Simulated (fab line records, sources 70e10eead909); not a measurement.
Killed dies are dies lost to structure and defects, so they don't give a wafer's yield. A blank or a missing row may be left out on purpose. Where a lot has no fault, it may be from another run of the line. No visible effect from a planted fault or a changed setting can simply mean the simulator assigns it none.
Matching of chambers + flow nand harc + NHARC_P_BONDPAD_CMP_19 on cmp-03: 4 sister chambers
The step polishes, t overpolish 30 s, cu recess touch 16 s, target thk 160.81 nm. 4 wafers are shown with their chamber, then 12 later ones without.

## EACH WAFER AND ITS CHAMBER
| wafer  | chamber | motor current A (A) |
|--------|---------|---------------------|
| L089.3 | 0       | 13.1                |
| L090.1 | 1       | 12.9                |
| L091.3 | 3       | 12.5                |
| L091.5 | 2       | 11.5                |

## WAFERS WHOSE CHAMBER IS MISSING
| wafer  | motor current A (A) |
|--------|---------------------|
| L093.2 | 13.4                |
| L093.5 | 12.8                |
| L093.6 | 12.5                |
| L094.2 | 12.7                |
| L094.4 | 12.4                |
| L094.5 | 12.2                |
| L095.1 | 11.7                |
| L095.3 | 12.6                |
| L095.6 | 12.7                |
| L096.1 | 12.9                |
| L096.2 | 11.6                |
| L096.3 | 12.9                |

## CHAMBER TAKEN BY EACH
| wafer  | from the rows above          | in truth                   |
|--------|------------------------------|----------------------------|
| L093.2 | can't be placed: 0 or 1      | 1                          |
| L093.5 | can't be placed: 1 or 0 or 3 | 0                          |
| L093.6 | 3                            | 3                          |
| L094.2 | can't be placed: 3 or 1 or 0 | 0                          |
| L094.4 | 3                            | 3                          |
| L094.5 | 3                            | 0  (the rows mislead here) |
| L095.1 | 2                            | 2                          |
| L095.3 | can't be placed: 3 or 1      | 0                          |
| L095.6 | can't be placed: 3 or 1 or 0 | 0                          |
| L096.1 | can't be placed: 1 or 0      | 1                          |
| L096.2 | 2                            | 2                          |
| L096.3 | can't be placed: 1 or 0      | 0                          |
4 of 12 placed correctly. From these rows, 7 cannot be placed; in 6 the true chamber is one of the candidates. Number placed wrongly: 1.
How it was worked out, from the rows above alone: a wafer's distance from a chamber is the root of the sum, over the readings, of the square of ((its reading less the chamber's mean) divided by the reading's scatter). The wafer belongs to the nearest chamber; if the next one is less than 2 further off, it can't be placed. For every chamber, the mean is computed from those of its wafers that are shown. The scatter (one wafer shown for each chamber): square how far every hidden wafer sits from the nearest shown wafer, average those squares and take the square root.
